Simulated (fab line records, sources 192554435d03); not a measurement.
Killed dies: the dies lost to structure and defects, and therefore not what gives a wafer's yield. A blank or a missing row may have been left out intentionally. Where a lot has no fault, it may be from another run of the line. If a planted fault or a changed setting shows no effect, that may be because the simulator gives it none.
fab line records | flow n5-finfet
[record] lots = 7 | wafers = 21
route steps=1938 shown BEOL_M13@1659 BEOL_M15@1787 MIM_TOP_ETCH@1853 MIM_BOT_LITHO@1854 MIM_BOT_ETCH@1868 PASSIVATION@1916
start-h: hours from the record's opening day to when the first of the lot's shown wafers began | wait-h: hours from the lot's prior step to this one | " same as the row above | L1.1+2: one row covering several wafers at once | - either no value or no given start | * or withheld: withheld | < > ~ a bound
route shown NAME@n: NAME is a module with steps in the file, n the number in the route of the first one | usual: mean/standard deviation of fault-free wafers | same: alike in all rows | chamber/n: place in a boat | sites: readings site by site | _std_site: how widely they spread, as a standard deviation | _edge_site: mean of outer sites minus mean of inner sites | radius-mm: how far each site lies from the wafer's centre | mask NAME#n: copy n | behind: the most recent tool/chamber to have shaped the wafer | hold: cause of the lot's hold/its duration in hours/its outcome | device: the transistor (n, p or np) that didn't switch | end of line: tests run on the same wafers once the route is complete | for a step that has no rows: nothing shown but its recipe | killed: dies lost to structure and defects at the first sort, not the wafer's yield | map: a wafer's dies, marking killed ones x, the rest . and places with no die _
set.NAME: the setting as run; set.NAME@STEP: as run at that earlier step | model.NAME: the simulator's own value behind a step, which no gauge read
one table per step and one row per wafer, for lots whose settings were changed on purpose
[[steps]]
[step N5_BEOL_M13_ILD_DEP_00]
[recipe] material = SiOC | target-thk-a = 8379.2 | temp-c = 350 | precursor = DEMS/O2 | pressure-torr = 5 | rf-w = 500 | time-s = 166.4
lot.wafer | tool     | chamber | start-h | wait-h | set.time-s | model.SiOC_of_BEOL_M13_ILD_DEP_00.thk-nm
L080.2    | pecvd-03 | 2       | 269.59  | 0.0    | 166.4      | 825.2
L080.3    | "        | 0       | "       | "      | 166.4      | 820.4
L080.4    | "        | 2       | "       | "      | 166.4      | 841.8
L084.1    | pecvd-03 | 0       | 302.51  | 0.0    | 166.4      | 820
L084.3    | "        | 1       | "       | "      | 166.4      | 824.6
L084.4    | "        | 2       | "       | "      | 166.4      | 834.6
L091.2    | pecvd-04 | 0       | 328.92  | 0.0    | 166.4      | 838.2
L091.4    | "        | 0       | "       | "      | 159.6      | 806.2
L091.6    | "        | 2       | "       | "      | 159.6      | 822.8
L093.1    | pecvd-03 | 0       | 361.50  | 0.0    | 166.4      | 819.6
L093.3    | "        | 2       | "       | "      | 166.4      | 837.6
L093.5    | "        | 1       | "       | "      | 166.4      | 838.8
L095.1    | pecvd-04 | 1       | 368.29  | 0.0    | 166.4      | 838.4
L095.3    | "        | 2       | "       | "      | 166.4      | 828.2
L095.6    | "        | 2       | "       | "      | 166.4      | 852.2
L096.1    | pecvd-04 | 0       | 385.20  | 0.0    | 185.7      | 932.4
L096.2    | "        | 1       | "       | "      | 166.4      | 841.4
L096.4    | "        | 1       | "       | "      | 166.4      | 853.4
L097.1    | pecvd-03 | 2       | 394.37  | 0.0    | 166.4      | 825.4
L097.2    | "        | 0       | "       | "      | 166.4      | 824.2
L097.3    | "        | 0       | "       | "      | 166.4      | 834.8
[step N5_BEOL_M13_THK_MEAS_01]
[recipe] reads = SiOC_of_BEOL_M13_ILD_DEP_00
[usual] M13_ILD_THK = 833/12
lot.wafer | tool          | chamber | start-h | wait-h | set.time-s@BEOL_M13_ILD_DEP_00 | M13_ILD_THK[nm]
L080.2    | film-metro-02 | -       | 269.74  | 0.1    | 166.4                          | 825
L080.3    | "             | -       | "       | "      | 166.4                          | 821
L080.4    | "             | -       | "       | "      | 166.4                          | 842
L084.1    | film-metro-02 | -       | 302.66  | 0.1    | 166.4                          | 821
L084.3    | "             | -       | "       | "      | 166.4                          | 824
L084.4    | "             | -       | "       | "      | 166.4                          | 835
L091.2    | film-metro-01 | -       | 329.07  | 0.1    | 166.4                          | 838
L091.4    | "             | -       | "       | "      | 159.6                          | 807
L091.6    | "             | -       | "       | "      | 159.6                          | 823
L093.1    | film-metro-01 | -       | 361.65  | 0.1    | 166.4                          | 819
L093.3    | "             | -       | "       | "      | 166.4                          | 838
L093.5    | "             | -       | "       | "      | 166.4                          | 839
L095.1    | film-metro-01 | -       | 368.45  | 0.1    | 166.4                          | 839
L095.3    | "             | -       | "       | "      | 166.4                          | 828
L095.6    | "             | -       | "       | "      | 166.4                          | 852
L096.1    | film-metro-02 | -       | 385.35  | 0.1    | 185.7                          | 933
L096.2    | "             | -       | "       | "      | 166.4                          | 841
L096.4    | "             | -       | "       | "      | 166.4                          | 854
L097.1    | film-metro-01 | -       | 394.58  | 0.2    | 166.4                          | 825
L097.2    | "             | -       | "       | "      | 166.4                          | 824
L097.3    | "             | -       | "       | "      | 166.4                          | 834
[step N5_BEOL_M13_COAT_04]
[recipe] spin-rpm = 1625 | resist-thk-nm = 400
lot.wafer | tool           | chamber | start-h | wait-h | set.spin-rpm | model.coat_of_BEOL_M13_COAT_04.thk-nm
L080.2    | litho-track-01 | 0       | -       | -      | 1501         | 418.6
L080.3    | "              | 0       | "       | "      | 1625         | 401.2
L080.4    | "              | 0       | "       | "      | 1625         | 402
L084.1    | litho-track-04 | 0       | -       | -      | 1625         | 400.2
L084.3    | "              | 0       | "       | "      | 1625         | 400.4
L084.4    | "              | 0       | "       | "      | 1625         | 399.2
L091.2    | litho-track-01 | 0       | -       | -      | 1768         | 384.6
L091.4+6  | "              | 0       | "       | "      | 1625         | 400.4
L093.1    | litho-track-01 | 0       | -       | -      | 1690         | 392.8
L093.3    | "              | 0       | "       | "      | 1625         | 401.4
L093.5    | "              | 0       | "       | "      | 1690         | 392
L095.1    | litho-track-01 | 0       | -       | -      | 1625         | 398.4
L095.3    | "              | 0       | "       | "      | 1456         | 422
L095.6    | "              | 0       | "       | "      | 1456         | 420.6
L096.1    | litho-track-01 | 0       | -       | -      | 1625         | 400.6
L096.2    | "              | 0       | "       | "      | 1625         | 400.2
L096.4    | "              | 0       | "       | "      | 1625         | 401
L097.1    | litho-track-01 | 0       | -       | -      | 1625         | 400.6
L097.2+3  | "              | 0       | "       | "      | 1625         | 398.8
[step N5_BEOL_M13_EBR_06]
[recipe] solvent = PGMEA | ebr-width-mm = 1.5
[step N5_BEOL_M13_SOFTBAKE_05]
[recipe] temp-c = 130 | time-s = 60
[step N5_BEOL_M13_DESCUM_15]
[recipe] chemistry = O2 | time-s = 7.9 | source-power-w = 50 | bias-power-w = 20 | pressure-mtorr = 20 | rf-frequency-hz = 2.712e+07 | temp-c = 40 | o2-flow-sccm = 225
[step N5_BEOL_M13_ETCH_59]
[recipe] chemistry = N2/H2 | target = BARC | target-depth-a = 890 | overetch-a = 267 | time-s = 67.9 | ion-energy-ev = 200 | pressure-mtorr = 30 | source-w = 840 | bias-w = 150 | n2-flow-sccm = 200 | h2-flow-sccm = 200
lot.wafer | tool        | chamber | start-h | wait-h | set.spin-rpm@BEOL_M13_COAT_04 | model.coat_of_BEOL_M13_COAT_04.thk-nm
L080.2    | rie-diel-03 | 3       | 270.17  | 0.0    | 1501                          | 334.8
L080.3    | "           | 2       | "       | "      | 1625                          | 320.4
L080.4    | "           | 1       | "       | "      | 1625                          | 320
L084.1+4  | rie-diel-03 | 1,2     | 303.44  | 0.0    | 1625                          | 319.4
L084.3    | "           | 3       | "       | "      | 1625                          | 317.4
L091.2    | rie-diel-04 | 3       | 329.50  | 0.0    | 1768                          | 298.2
L091.4    | "           | 2       | "       | "      | 1625                          | 318.8
L091.6    | "           | 1       | "       | "      | 1625                          | 320
L093.1    | rie-diel-04 | 2       | 362.21  | 0.0    | 1690                          | 311
L093.3    | "           | 3       | "       | "      | 1625                          | 315.8
L093.5    | "           | 2       | "       | "      | 1690                          | 310
L095.1    | rie-diel-02 | 1       | 369.00  | 0.0    | 1625                          | 315.4
L095.3    | "           | 0       | "       | "      | 1456                          | 340.8
L095.6    | "           | 3       | "       | "      | 1456                          | 338.2
L096.1    | rie-diel-04 | 3       | 385.78  | 0.0    | 1625                          | 315.6
L096.2+4  | "           | 1,2     | "       | "      | 1625                          | 320
L097.1    | rie-diel-04 | 2       | 395.16  | 0.0    | 1625                          | 319
L097.2    | "           | 0       | "       | "      | 1625                          | 318.6
L097.3    | "           | 3       | "       | "      | 1625                          | 312.6
[step N5_BEOL_M13_VIA_ETCH_16]
[recipe] chemistry = C4F8/O2/Ar | target = SiOC | pressure-mtorr = 30 | source-w = 3000 | bias-w = 700 | Ar_flow_sccm = 400 | C4F8_flow_sccm = 15 | O2_flow_sccm = 8 | he-inner-torr = 15 | he-outer-torr = 30 | target-depth-a = 9217 | time-s = withheld | ion-energy-ev = 250 | ends = cleared
lot.wafer | tool        | chamber | start-h | wait-h | set.time-s@BEOL_M13_ILD_DEP_00 | model.etch.depth-nm
L080.2    | rie-diel-03 | 3       | 270.22  | 0.0    | *                              | 825.2
L080.3    | "           | 2       | "       | "      | *                              | 820.5
L080.4    | "           | 1       | "       | "      | *                              | 841.8
L084.1    | rie-diel-03 | 1       | 303.50  | 0.0    | *                              | 819.9
L084.3    | "           | 3       | "       | "      | *                              | 824.7
L084.4    | "           | 2       | "       | "      | *                              | 834.7
L091.2    | rie-diel-04 | 2       | 329.55  | 0.0    | *                              | 838.1
L091.4    | "           | 0       | "       | "      | *                              | 806.2
L091.6    | "           | 3       | "       | "      | *                              | 822.7
L093.1    | rie-diel-04 | 2       | 362.26  | 0.0    | *                              | 819.7
L093.3    | "           | 3       | "       | "      | *                              | 837.5
L093.5    | "           | 2       | "       | "      | *                              | 838.8
L095.1    | rie-diel-02 | 1       | 369.05  | 0.0    | *                              | 838.4
L095.3    | "           | 0       | "       | "      | *                              | 828.2
L095.6    | "           | 3       | "       | "      | *                              | 852.2
L096.1    | rie-diel-04 | 3       | 385.83  | 0.0    | *                              | 932.5
L096.2    | "           | 1       | "       | "      | *                              | 841.3
L096.4    | "           | 2       | "       | "      | *                              | 853.4
L097.1    | rie-diel-04 | 2       | 395.21  | 0.0    | *                              | 825.3
L097.2    | "           | 0       | "       | "      | *                              | 824.1
L097.3    | "           | 3       | "       | "      | *                              | 834.8
[step N5_BEOL_M13_STRIP_63]
[recipe] chemistry = N2/H2 | power-w = 1000 | temp-c = 250 | h2-frac = 0.65 | overash-fraction = 0.3 | pressure-mtorr = 1000 | n2-flow-sccm = 1750 | h2-flow-sccm = 3250
[step N5_BEOL_M13_STRIP_64]
[recipe] chemistry = N2/H2 | power-w = 1000 | temp-c = 250 | h2-frac = 0.65 | overash-fraction = 0.3 | pressure-mtorr = withheld | n2-flow-sccm = 1750 | h2-flow-sccm = 3250
[step N5_BEOL_M13_STRIP_37]
[recipe] chemistry = N2/H2 | power-w = 1000 | temp-c = 250 | h2-frac = 0.65 | overash-fraction = 0.3 | pressure-mtorr = withheld | n2-flow-sccm = 1750 | h2-flow-sccm = 3250
[step N5_BEOL_M13_ETCH_38]
[recipe] chemistry = CF4/N2 | target = SiCN | target-depth-a = 675 | taper-deg = 2 | time-s = 71.9 | ion-energy-ev = 150 | mask-material = SiO2 | pressure-mtorr = 40 | source-w = 430 | bias-w = 70 | Ar_flow_sccm = 100 | cf4-flow-sccm = 60 | n2-flow-sccm = 60
lot.wafer | tool        | chamber | start-h | wait-h | set.time-s@BEOL_M13_ILD_DEP_00 | model.SiOC_of_BEOL_M13_ILD_DEP_00.thk-nm
L080.2    | rie-diel-03 | 0       | 273.47  | -      | 166.4                          | 778
L080.3    | "           | 3       | "       | "      | 166.4                          | 772.6
L080.4    | "           | 1       | "       | "      | 166.4                          | 795
L084.1    | rie-diel-02 | 3       | 305.65  | -      | 166.4                          | 770.8
L084.3    | "           | 1       | "       | "      | 166.4                          | 775.4
L084.4    | "           | 0       | "       | "      | 166.4                          | 786.6
L091.2    | rie-diel-04 | 0       | 332.32  | -      | 166.4                          | 791
L091.4    | "           | 3       | "       | "      | 159.6                          | 756
L091.6    | "           | 0       | "       | "      | 159.6                          | 775.6
L093.1    | rie-diel-04 | 2       | 367.09  | -      | 166.4                          | 771.6
L093.3    | "           | 1       | "       | "      | 166.4                          | 790.2
L093.5    | "           | 0       | "       | "      | 166.4                          | 791.4
L095.1    | rie-diel-03 | 0       | 370.79  | -      | 166.4                          | 792.2
L095.3    | "           | 1       | "       | "      | 166.4                          | 782.4
L095.6    | "           | 1       | "       | "      | 166.4                          | 806
L096.1    | rie-diel-03 | 3       | 387.41  | -      | 185.7                          | 884.4
L096.2    | "           | 0       | "       | "      | 166.4                          | 794.4
L096.4    | "           | 1       | "       | "      | 166.4                          | 807
L097.1    | rie-diel-04 | 2       | 403.31  | -      | 166.4                          | 777.4
L097.2    | "           | 0       | "       | "      | 166.4                          | 777
L097.3    | "           | 3       | "       | "      | 166.4                          | 784.2
[step N5_BEOL_M13_SPUTTER_43]
[recipe] material = TaN | target-thk-a = 150 | temp-c = 50 | bias-v = 168.6 | power-w = 15000 | chamber-pressure-pa = 0.12 | time-s = 24.19
lot.wafer  | tool           | chamber | start-h | wait-h | set.time-s | model.TaN_of_BEOL_M13_SPUTTER_43.thk-nm
L080.2     | pvd-sputter-03 | -       | 275.15  | 0.0    | 22.48      | 14
L080.3     | "              | -       | "       | "      | 22.48      | 13.8
L080.4     | "              | -       | "       | "      | 24.19      | 15
L084.1     | pvd-sputter-02 | -       | 306.24  | 0.0    | 24.19      | 14.8
L084.3+4   | "              | -       | "       | "      | 24.19      | 15
L091.2+4+6 | pvd-sputter-01 | -       | 332.87  | 0.0    | 24.19      | 15
L093.1+5   | pvd-sputter-01 | -       | 369.72  | 0.0    | 24.19      | 14.8
L093.3     | "              | -       | "       | "      | 24.19      | 14.6
L095.1+3   | pvd-sputter-01 | -       | 371.38  | 0.0    | 24.19      | 15
L095.6     | "              | -       | "       | "      | 26.51      | 16.2
L096.1+4   | pvd-sputter-01 | -       | 387.69  | 0.0    | 25.19      | 15.8
L096.2     | "              | -       | "       | "      | 24.19      | 14.8
L097.1+3   | pvd-sputter-02 | -       | 403.80  | 0.0    | 24.19      | 15.2
L097.2     | "              | -       | "       | "      | 24.19      | 15
[step N5_BEOL_M15_ETCH_59]
[recipe] chemistry = N2/H2 | target = BARC | target-depth-a = 890 | overetch-a = 267 | time-s = 67.9 | ion-energy-ev = 200 | pressure-mtorr = 30 | source-w = 840 | bias-w = 150 | n2-flow-sccm = 200 | h2-flow-sccm = 200
lot.wafer | tool        | chamber | start-h | wait-h | set.time-s | model.coat_of_BEOL_M15_COAT_04.thk-nm
L080.2    | rie-diel-04 | 2       | 281.96  | 0.0    | 67.9       | 717.6
L080.3    | "           | 1       | "       | "      | 67.9       | 718.2
L080.4    | "           | 3       | "       | "      | 67.9       | 713.6
L084.1    | rie-diel-03 | 3       | 312.56  | 0.0    | 67.9       | 718.4
L084.3    | "           | 1       | "       | "      | 67.9       | 718
L084.4    | "           | 2       | "       | "      | 80.63      | 710.6
L091.2    | rie-diel-04 | 0       | 349.90  | 0.0    | 63.78      | 724.8
L091.4    | "           | 2       | "       | "      | 67.9       | 717.8
L091.6    | "           | 3       | "       | "      | 63.78      | 719.8
L093.1    | rie-diel-04 | 3       | 377.53  | 0.0    | 52.9       | 727
L093.3    | "           | 2       | "       | "      | 52.9       | 730
L093.5    | "           | 0       | "       | "      | 67.9       | 716.6
L095.1    | rie-diel-02 | 2       | 378.61  | 0.0    | 72.44      | 710.6
L095.3    | "           | 3       | "       | "      | 67.9       | 715.8
L095.6    | "           | 0       | "       | "      | 72.44      | 709.8
L096.1    | rie-diel-02 | 3       | 394.82  | 0.0    | 57.24      | 724.4
L096.2    | "           | 0       | "       | "      | 57.24      | 727.6
L096.4    | "           | 2       | "       | "      | 57.24      | 726.6
L097.1    | rie-diel-03 | 2       | 410.61  | 0.0    | 67.9       | 720.2
L097.2    | "           | 3       | "       | "      | 67.9       | 715.6
L097.3    | "           | 0       | "       | "      | 67.9       | 721
[step N5_MIM_TOP_ETCH_PECVD_03]
[recipe] material = SiNx | target-thk-a = 200 | temp-c = 400 | precursor = SiH4/NH3/N2 | pressure-torr = 1.5 | rf-w = 300 | time-s = 17.6
lot.wafer | tool     | chamber | start-h | wait-h | set.time-s | model.SiNx_of_MIM_TOP_ETCH_PECVD_03.thk-nm
L080.2    | pecvd-03 | 1       | 289.71  | -      | 17.6       | 19.6
L080.3    | "        | 0       | "       | "      | 16.22      | 18
L080.4    | "        | 0       | "       | "      | 17.6       | 20
L084.1    | pecvd-02 | 2       | 329.13  | -      | 17.6       | 20
L084.3    | "        | 1       | "       | "      | 16.11      | 18.4
L084.4    | "        | 0       | "       | "      | 16.11      | 18.2
L091.2+6  | pecvd-04 | 0,1     | 358.14  | -      | 16.25      | 18.4
L091.4    | "        | 0       | "       | "      | 17.6       | 20
L095.1    | pecvd-03 | 2       | 392.75  | -      | 17.6       | 20
L095.3    | "        | 0       | "       | "      | 17.6       | 19.8
L095.6    | "        | 2       | "       | "      | 15.84      | 18.6
L093.1    | pecvd-04 | 1       | 393.41  | -      | 17.6       | 19.4
L093.3    | "        | 0       | "       | "      | 19.88      | 22.2
L093.5    | "        | 2       | "       | "      | 17.6       | 20.2
L096.1    | pecvd-02 | 1       | 407.69  | -      | 18.27      | 20.4
L096.2    | "        | 0       | "       | "      | 17.6       | 19.8
L096.4    | "        | 1       | "       | "      | 17.6       | 20
L097.1    | pecvd-02 | 0       | 420.49  | -      | 17.6       | 19.6
L097.2+3  | "        | 1,2     | "       | "      | 17.6       | 19.8
[step N5_MIM_BOT_LITHO_HMDS_01]
[recipe] time-s = 60 | temp-c = 120
[step N5_MIM_BOT_LITHO_COAT_02]
[recipe] spin-rpm = * | resist-thk-nm = *
[step N5_MIM_BOT_ETCH_ETCH_00]
[recipe] chemistry = Cl2/BCl3 | target = TiN | target-depth-a = 455 | ion-energy-ev = 150 | pressure-mtorr = 10 | icp-w = 1000 | bias-w = 126 | Cl2_flow_sccm = 53.25 | bcl3-flow-sccm = 21.75 | Ar_flow_sccm = 25
[step N5_MIM_BOT_ETCH_STRIP_01]
[recipe] chemistry = O2 | power-w = 600 | temp-c = 60 | pressure-mtorr = 30 | rf-frequency-hz = 6e+07 | bias-power-w = 0 | overash-fraction = 0.5 | o2-flow-sccm = 225
[step N5_MIM_BOT_ETCH_STRIP_02]
[recipe] chemistry = post-etch-residue-remover | time-s = 1200 | temp-c = 72.5
lot.wafer | tool         | chamber | start-h | wait-h | set.time-s@MIM_TOP_ETCH_PECVD_03 | model.SiNx_of_MIM_TOP_ETCH_PECVD_03.thk-nm
L080.2    | wet-bench-04 | 0       | 290.89  | -      | 17.6                             | 19.2
L080.3    | "            | 7       | "       | "      | 16.22                            | 17.6
L080.4    | "            | 6       | "       | "      | 17.6                             | 19.6
L084.1    | wet-bench-04 | 4       | 330.15  | -      | 17.6                             | 19.6
L084.3    | "            | 7       | "       | "      | 16.11                            | 18
L084.4    | "            | 2       | "       | "      | 16.11                            | 17.8
L091.2+6  | wet-bench-04 | 7,4     | 359.06  | -      | 16.25                            | 18
L091.4    | "            | 5       | "       | "      | 17.6                             | 19.8
L095.1    | wet-bench-04 | 7       | 393.94  | -      | 17.6                             | 19.8
L095.3    | "            | 0       | "       | "      | 17.6                             | 19.4
L095.6    | "            | 5       | "       | "      | 15.84                            | 18.2
L093.1    | wet-bench-04 | 0       | 394.48  | -      | 17.6                             | 19.2
L093.3    | "            | 1       | "       | "      | 19.88                            | 22
L093.5    | "            | 4       | "       | "      | 17.6                             | 19.8
L096.1    | wet-bench-01 | 1       | 408.66  | -      | 18.27                            | 20
L096.2    | "            | 7       | "       | "      | 17.6                             | 19.4
L096.4    | "            | 3       | "       | "      | 17.6                             | 19.8
L097.1    | wet-bench-01 | 3       | 421.53  | -      | 17.6                             | 19.2
L097.2+3  | "            | 5,7     | "       | "      | 17.6                             | 19.4
[step N5_PASSIVATION_PECVD_35]
[recipe] material = SiNx | target-thk-a = 7000 | temp-c = 400 | precursor = SiH4/NH3/N2 | pressure-torr = 4.9 | rf-w = 1406 | time-s = 151.3
lot.wafer | tool     | chamber | start-h | wait-h | set.time-s | model.SiNx_of_PASSIVATION_PECVD_35.thk-nm
L080.2    | pecvd-02 | 2       | 295.89  | 0.1    | 151.3      | 697.2
L080.3    | "        | 1       | "       | "      | 151.3      | 695.8
L080.4    | "        | 2       | "       | "      | 157.1      | 733
L084.1    | pecvd-01 | 2       | 334.56  | 0.1    | 151.3      | 699.8
L084.3    | "        | 1       | "       | "      | 151.3      | 697.6
L084.4    | "        | 2       | "       | "      | 151.3      | 704.6
L091.2    | pecvd-03 | 2       | 363.34  | 0.1    | 158.5      | 726.6
L091.4    | "        | 0       | "       | "      | 151.3      | 720
L091.6    | "        | 1       | "       | "      | 151.3      | 711
L095.1    | pecvd-02 | 1       | 400.27  | 0.1    | 160.4      | 748
L095.3    | "        | 0       | "       | "      | 151.3      | 689.6
L095.6    | "        | 2       | "       | "      | 151.3      | 705.6
L093.1    | pecvd-02 | 1       | 402.00  | 0.1    | 160.8      | 759.8
L093.3    | "        | 0       | "       | "      | 160.8      | 736.2
L093.5    | "        | 1       | "       | "      | 151.3      | 720.4
L096.1    | pecvd-03 | 1       | 413.85  | 0.1    | 158.6      | 740.8
L096.2    | "        | 0       | "       | "      | 151.3      | 708.4
L096.4    | "        | 1       | "       | "      | 151.3      | 713.2
L097.1    | pecvd-02 | 2       | 426.24  | 0.1    | 151.3      | 702.4
L097.2    | "        | 1       | "       | "      | 151.3      | 701
L097.3    | "        | 0       | "       | "      | 151.3      | 695.6
[[key]]
[split] step = N5_BEOL_M13_ILD_DEP_00 | setting = time-s | stated = 166.4 | by = wafer
[response] step = N5_BEOL_M13_ILD_DEP_00 | reading = model.SiOC_of_BEOL_M13_ILD_DEP_00.thk-nm | change = +7.16 | per = 1% | r = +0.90
[response] step = N5_BEOL_M13_THK_MEAS_01 | reading = M13_ILD_THK | change = +7.16 | per = 1% | r = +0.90
[response] step = N5_BEOL_M13_VIA_ETCH_16 | reading = model.etch.depth-nm | change = +7.17 | per = 1% | r = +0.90
[response] step = N5_BEOL_M13_ETCH_38 | reading = model.SiOC_of_BEOL_M13_ILD_DEP_00.thk-nm | change = +7.1 | per = 1% | r = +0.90
[split] step = N5_BEOL_M13_COAT_04 | setting = spin-rpm | stated = 1625 | by = wafer
[response] step = N5_BEOL_M13_COAT_04 | reading = model.coat_of_BEOL_M13_COAT_04.thk-nm | change = -2.09 | per = 1% | r = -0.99
[response] step = N5_BEOL_M13_ETCH_59 | reading = model.coat_of_BEOL_M13_COAT_04.thk-nm | change = -2.19 | per = 1% | r = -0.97
[split] step = N5_BEOL_M13_SPUTTER_43 | setting = time-s | stated = 24.19 | by = wafer
[response] step = N5_BEOL_M13_SPUTTER_43 | reading = model.TaN_of_BEOL_M13_SPUTTER_43.thk-nm | change = +0.147 | per = 1% | r = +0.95
[split] step = N5_BEOL_M15_ETCH_59 | setting = time-s | stated = 67.9 | by = wafer
[response] step = N5_BEOL_M15_ETCH_59 | reading = model.coat_of_BEOL_M15_COAT_04.thk-nm | change = -0.51 | per = 1% | r = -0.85
[split] step = N5_MIM_TOP_ETCH_PECVD_03 | setting = time-s | stated = 17.6 | by = wafer
[response] step = N5_MIM_TOP_ETCH_PECVD_03 | reading = model.SiNx_of_MIM_TOP_ETCH_PECVD_03.thk-nm | change = +0.183 | per = 1% | r = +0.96
[response] step = N5_MIM_BOT_ETCH_STRIP_02 | reading = model.SiNx_of_MIM_TOP_ETCH_PECVD_03.thk-nm | change = +0.19 | per = 1% | r = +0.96
[split] step = N5_PASSIVATION_PECVD_35 | setting = time-s | stated = 151.3 | by = wafer
[response] step = N5_PASSIVATION_PECVD_35 | reading = model.SiNx_of_PASSIVATION_PECVD_35.thk-nm | change = +5.98 | per = 1% | r = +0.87
